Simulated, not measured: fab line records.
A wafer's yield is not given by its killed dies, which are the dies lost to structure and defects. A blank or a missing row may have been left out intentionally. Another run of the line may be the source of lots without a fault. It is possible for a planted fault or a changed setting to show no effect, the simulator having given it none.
Matching of chambers || flow n5 finfet || 4 sister chambers for N5_BEOL_M11_ETCH_62 on rie diel-02
The step etches SOC in N2/H2, target depth 110 nm, overetch 22 nm, time 165 s. 8 wafers are shown with their chamber, then 9 later ones without.

== EACH WAFER AND ITS CHAMBER ==
{"wafer": "L086.1", "chamber": 3, "throttle valve pct (%)": 18.23, "showerhead plenum p Torr (Torr)": 2.64}
{"wafer": "L086.4", "chamber": 0, "throttle valve pct (%)": 17.67, "showerhead plenum p Torr (Torr)": 2.72}
{"wafer": "L089.1", "chamber": 3, "throttle valve pct (%)": 18.23, "showerhead plenum p Torr (Torr)": 2.64}
{"wafer": "L089.5", "chamber": 2, "throttle valve pct (%)": 17.58, "showerhead plenum p Torr (Torr)": 2.51}
{"wafer": "L089.6", "chamber": 1, "throttle valve pct (%)": 17.52, "showerhead plenum p Torr (Torr)": 2.59}
{"wafer": "L091.3", "chamber": 1, "throttle valve pct (%)": 17.50, "showerhead plenum p Torr (Torr)": 2.58}
{"wafer": "L091.4", "chamber": 0, "throttle valve pct (%)": 17.66, "showerhead plenum p Torr (Torr)": 2.72}
{"wafer": "L091.6", "chamber": 2, "throttle valve pct (%)": 17.60, "showerhead plenum p Torr (Torr)": 2.51}

== WAFERS WITHOUT THEIR CHAMBER ==
{"wafer": "L092.3", "throttle valve pct (%)": 17.63, "showerhead plenum p Torr (Torr)": 2.51}
{"wafer": "L092.4", "throttle valve pct (%)": 17.69, "showerhead plenum p Torr (Torr)": 2.72}
{"wafer": "L092.6", "throttle valve pct (%)": 18.27, "showerhead plenum p Torr (Torr)": 2.63}
{"wafer": "L096.1", "throttle valve pct (%)": 17.53, "showerhead plenum p Torr (Torr)": 2.58}
{"wafer": "L096.5", "throttle valve pct (%)": 17.53, "showerhead plenum p Torr (Torr)": 2.58}
{"wafer": "L096.6", "throttle valve pct (%)": 17.62, "showerhead plenum p Torr (Torr)": 2.51}
{"wafer": "L097.1", "throttle valve pct (%)": 18.27, "showerhead plenum p Torr (Torr)": 2.63}
{"wafer": "L097.2", "throttle valve pct (%)": 17.69, "showerhead plenum p Torr (Torr)": 2.72}
{"wafer": "L097.3", "throttle valve pct (%)": 17.54, "showerhead plenum p Torr (Torr)": 2.58}

== EACH ONE'S CHAMBER ==
{"wafer": "L092.3", "from the rows above": 2, "in truth": 2}
{"wafer": "L092.4", "from the rows above": 0, "in truth": 0}
{"wafer": "L092.6", "from the rows above": 3, "in truth": 3}
{"wafer": "L096.1", "from the rows above": 1, "in truth": 1}
{"wafer": "L096.5", "from the rows above": 1, "in truth": 1}
{"wafer": "L096.6", "from the rows above": 2, "in truth": 2}
{"wafer": "L097.1", "from the rows above": 3, "in truth": 3}
{"wafer": "L097.2", "from the rows above": 0, "in truth": 0}
{"wafer": "L097.3", "from the rows above": 1, "in truth": 1}
Correctly placed: 9 of 9. Left unplaced by these rows: 0. Number placed wrongly: 0.
How it was worked out, from the rows above alone: a wafer's distance from a chamber is the root of the sum, over the readings, of the square of ((its reading less the chamber's mean) divided by the reading's scatter). The wafer belongs to the nearest chamber; if the next one is less than 2 further off, it can't be placed. For every chamber, the mean is computed from those of its wafers that are shown. How the scatter is found: for the shown wafers, subtract from each reading the mean of its chamber, square and add these, divide the total by (wafers less chambers), then take the root.
